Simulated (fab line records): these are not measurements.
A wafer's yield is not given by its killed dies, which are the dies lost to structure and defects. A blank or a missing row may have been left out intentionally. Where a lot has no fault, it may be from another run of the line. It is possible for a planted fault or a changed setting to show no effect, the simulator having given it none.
Lot-split experiment :: flow n5 finfet :: on a route of 1938 steps: 7 lots, 39 wafers read

## ABOUT THE SPLIT
At N5_SD_EPI_P_EPI_21 (deposits SiGe:B, time 355 s), the setting time s was moved away from the recipe's 355 s on 18 of the 39 wafers read, by -16.2% to +19.4%. For the rest of the wafers, this setting stayed at what the recipe calls for.

## FROM THE SPLIT TO THE READING: what the file shows between them, 5 steps
- N5_SD_EPI_P_EPI_MEAS_23
- N5_SD_EPI_P_HM_STRIP_48: strips SiNx in H3PO4, material SiNx, target depth 3 nm
- N5_SD_EPI_P_SRD_49: time 30 s
- N5_SD_ACTIVATION_RTA_00: time 0 s
- N5_SD_ACTIVATION_LSA_01: time 0.0008 s

## THE READING
RS_SD_P (ohm/sq), read at N5_SD_ACTIVATION_RS_MEAS_03 with a four-point probe. On this fab line, fault-free wafers typically give 56.5 ohm/sq with a standard deviation of 1.1 ohm/sq.

wafer: L074.1
tool, chamber at the split: epi rpcvd-03, 0
time s as run, s: 423.8
against the recipe: +19.4%
RS_SD_P, ohm/sq: 50.8
against lot-mates on the recipe: -6.6

wafer: L074.2
tool, chamber at the split: epi rpcvd-03, 0
time s as run, s: 423.8
against the recipe: +19.4%
RS_SD_P, ohm/sq: 50.8
against lot-mates on the recipe: -6.6

wafer: L074.3
tool, chamber at the split: epi rpcvd-03, 0
time s as run, s: 355
against the recipe: recipe
RS_SD_P, ohm/sq: 58.2
against lot-mates on the recipe: -

wafer: L074.4
tool, chamber at the split: epi rpcvd-03, 0
time s as run, s: 355
against the recipe: recipe
RS_SD_P, ohm/sq: 56.8
against lot-mates on the recipe: -

wafer: L074.5
tool, chamber at the split: epi rpcvd-03, 0
time s as run, s: 423.8
against the recipe: +19.4%
RS_SD_P, ohm/sq: 51.0
against lot-mates on the recipe: -6.4

wafer: L074.6
tool, chamber at the split: epi rpcvd-03, 0
time s as run, s: 355
against the recipe: recipe
RS_SD_P, ohm/sq: 57.1
against lot-mates on the recipe: -

wafer: L076.1
tool, chamber at the split: epi rpcvd-04, 0
time s as run, s: 306.5
against the recipe: -13.7%
RS_SD_P, ohm/sq: 61.6
against lot-mates on the recipe: +4.7

wafer: L076.2
tool, chamber at the split: epi rpcvd-04, 0
time s as run, s: 355
against the recipe: recipe
RS_SD_P, ohm/sq: 56.9
against lot-mates on the recipe: -

wafer: L076.3
tool, chamber at the split: epi rpcvd-04, 0
time s as run, s: 355
against the recipe: recipe
RS_SD_P, ohm/sq: 57.1
against lot-mates on the recipe: -

wafer: L076.4
tool, chamber at the split: epi rpcvd-04, 0
time s as run, s: 306.5
against the recipe: -13.7%
RS_SD_P, ohm/sq: 62.3
against lot-mates on the recipe: +5.4

wafer: L076.5
tool, chamber at the split: epi rpcvd-04, 0
time s as run, s: 306.5
against the recipe: -13.7%
RS_SD_P, ohm/sq: 62.9
against lot-mates on the recipe: +6.0

wafer: L076.6
tool, chamber at the split: epi rpcvd-04, 0
time s as run, s: 355
against the recipe: recipe
RS_SD_P, ohm/sq: 56.8
against lot-mates on the recipe: -

wafer: L077.1
tool, chamber at the split: epi rpcvd-03, 0
time s as run, s: 395.4
against the recipe: +11.4%
RS_SD_P, ohm/sq: 51.5
against lot-mates on the recipe: -3.7

wafer: L077.2
tool, chamber at the split: epi rpcvd-03, 0
time s as run, s: 395.4
against the recipe: +11.4%
RS_SD_P, ohm/sq: 51.7
against lot-mates on the recipe: -3.5

wafer: L077.3
tool, chamber at the split: epi rpcvd-03, 0
time s as run, s: 395.4
against the recipe: +11.4%
RS_SD_P, ohm/sq: 51.2
against lot-mates on the recipe: -4.0

wafer: L077.4
tool, chamber at the split: epi rpcvd-03, 0
time s as run, s: 355
against the recipe: recipe
RS_SD_P, ohm/sq: 55.2
against lot-mates on the recipe: -

wafer: L077.5
tool, chamber at the split: epi rpcvd-03, 0
time s as run, s: 355
against the recipe: recipe
RS_SD_P, ohm/sq: 55.6
against lot-mates on the recipe: -

wafer: L077.6
tool, chamber at the split: epi rpcvd-03, 0
time s as run, s: 355
against the recipe: recipe
RS_SD_P, ohm/sq: 54.9
against lot-mates on the recipe: -

wafer: L085.1
tool, chamber at the split: epi rpcvd-01, 0
time s as run, s: 355
against the recipe: recipe
RS_SD_P, ohm/sq: 56.0
against lot-mates on the recipe: -

wafer: L085.3
tool, chamber at the split: epi rpcvd-01, 0
time s as run, s: 355
against the recipe: recipe
RS_SD_P, ohm/sq: 55.6
against lot-mates on the recipe: -

wafer: L085.4
tool, chamber at the split: epi rpcvd-01, 0
time s as run, s: 355
against the recipe: recipe
RS_SD_P, ohm/sq: 55.2
against lot-mates on the recipe: -

wafer: L090.1
tool, chamber at the split: epi rpcvd-03, 0
time s as run, s: 355
against the recipe: recipe
RS_SD_P, ohm/sq: 56.8
against lot-mates on the recipe: -

wafer: L090.2
tool, chamber at the split: epi rpcvd-03, 0
time s as run, s: 355
against the recipe: recipe
RS_SD_P, ohm/sq: 58.2
against lot-mates on the recipe: -

wafer: L090.3
tool, chamber at the split: epi rpcvd-03, 0
time s as run, s: 355
against the recipe: recipe
RS_SD_P, ohm/sq: 57.7
against lot-mates on the recipe: -

wafer: L090.4
tool, chamber at the split: epi rpcvd-03, 0
time s as run, s: 380.2
against the recipe: +7.1%
RS_SD_P, ohm/sq: 55.5
against lot-mates on the recipe: -2.1

wafer: L090.5
tool, chamber at the split: epi rpcvd-03, 0
time s as run, s: 380.2
against the recipe: +7.1%
RS_SD_P, ohm/sq: 55.7
against lot-mates on the recipe: -1.9

wafer: L090.6
tool, chamber at the split: epi rpcvd-03, 0
time s as run, s: 380.2
against the recipe: +7.1%
RS_SD_P, ohm/sq: 55.3
against lot-mates on the recipe: -2.3

wafer: L091.1
tool, chamber at the split: epi rpcvd-03, 0
time s as run, s: 297.4
against the recipe: -16.2%
RS_SD_P, ohm/sq: 63.5
against lot-mates on the recipe: +6.2

wafer: L091.2
tool, chamber at the split: epi rpcvd-03, 0
time s as run, s: 355
against the recipe: recipe
RS_SD_P, ohm/sq: 56.6
against lot-mates on the recipe: -

wafer: L091.3
tool, chamber at the split: epi rpcvd-03, 0
time s as run, s: 355
against the recipe: recipe
RS_SD_P, ohm/sq: 57.4
against lot-mates on the recipe: -

wafer: L091.4
tool, chamber at the split: epi rpcvd-03, 0
time s as run, s: 355
against the recipe: recipe
RS_SD_P, ohm/sq: 57.8
against lot-mates on the recipe: -

wafer: L091.5
tool, chamber at the split: epi rpcvd-03, 0
time s as run, s: 297.4
against the recipe: -16.2%
RS_SD_P, ohm/sq: 63.3
against lot-mates on the recipe: +6.0

wafer: L091.6
tool, chamber at the split: epi rpcvd-03, 0
time s as run, s: 297.4
against the recipe: -16.2%
RS_SD_P, ohm/sq: 64.1
against lot-mates on the recipe: +6.8

wafer: L096.1
tool, chamber at the split: epi rpcvd-03, 0
time s as run, s: 392.6
against the recipe: +10.6%
RS_SD_P, ohm/sq: 52.5
against lot-mates on the recipe: -3.7

wafer: L096.2
tool, chamber at the split: epi rpcvd-03, 0
time s as run, s: 355
against the recipe: recipe
RS_SD_P, ohm/sq: 56.9
against lot-mates on the recipe: -

wafer: L096.3
tool, chamber at the split: epi rpcvd-03, 0
time s as run, s: 355
against the recipe: recipe
RS_SD_P, ohm/sq: 56.3
against lot-mates on the recipe: -

wafer: L096.4
tool, chamber at the split: epi rpcvd-03, 0
time s as run, s: 392.6
against the recipe: +10.6%
RS_SD_P, ohm/sq: 52.2
against lot-mates on the recipe: -4.0

wafer: L096.5
tool, chamber at the split: epi rpcvd-03, 0
time s as run, s: 355
against the recipe: recipe
RS_SD_P, ohm/sq: 55.5
against lot-mates on the recipe: -

wafer: L096.6
tool, chamber at the split: epi rpcvd-03, 0
time s as run, s: 392.6
against the recipe: +10.6%
RS_SD_P, ohm/sq: 53.2
against lot-mates on the recipe: -3.0

FIT RESULTS
A straight line over all 39 wafers: RS_SD_P changes by -0.372 ohm/sq for each +1% of time s; r = -0.96; the points scatter about the line by 1 ohm/sq.
The same after taking each lot's own level away (the mean of its wafers on the recipe; 39 wafers): -0.359 ohm/sq for each +1%; r = -0.99; scatter 0.47 ohm/sq.
The reading moves by 7 ohm/sq for the largest change in time s, on that fit.
The span of the lots' own levels, 55.23 to 57.57 ohm/sq, comes to 2.1 times the standard deviation stated above.
So the lot-to-lot level changes the slope little: the two slopes agree.
Check: -6.8 ohm/sq against its lot-mates is what the line predicts for one of the wafers moved furthest among these (+19.4%) when that wafer is left out of the fit. It came out at -6.57 ohm/sq against them.

## THESE WAFERS: OTHER SPLITS
Other splits were also applied to these wafers ahead of the reading. Each is held against what the fit with the lots' levels taken away leaves over:
other split on the same wafers: N5_FIN_SAQP_HM_DEP_03 target thk a
wafers away from the commonest value: 15
r with RS_SD_P (lot level and that fit taken away): -0.21

other split on the same wafers: N5_STI_FIN_REVEAL_ETCHBACK_08 target depth a
wafers away from the commonest value: 12
r with RS_SD_P (lot level and that fit taken away): +0.02

## THE WHOLE CHAIN: every reading that the file lists as answering this split, in the file's order
step: N5_SD_EPI_P_EPI_21
what it does: deposits SiGe:B, time 355 s
reading: SiGe-B_of_SD_EPI_P_EPI_21.thk nm (the simulator's own value, which no gauge read)
change (the file's fit): +0.384 nm for each +1% of the setting
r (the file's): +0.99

step: N5_SD_EPI_P_EPI_MEAS_23
what it does: 
reading: thk nm
change (the file's fit): withheld for each +1% of the setting
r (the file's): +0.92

step: N5_SD_ACTIVATION_RS_MEAS_03
what it does: measures by four-point-probe
reading: RS_SD_P
change (the file's fit): -0.356 for each +1% of the setting
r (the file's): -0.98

## FILE'S OWN FIT
RS_SD_P changes by -0.356 ohm/sq for each +1% of time s, r = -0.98.
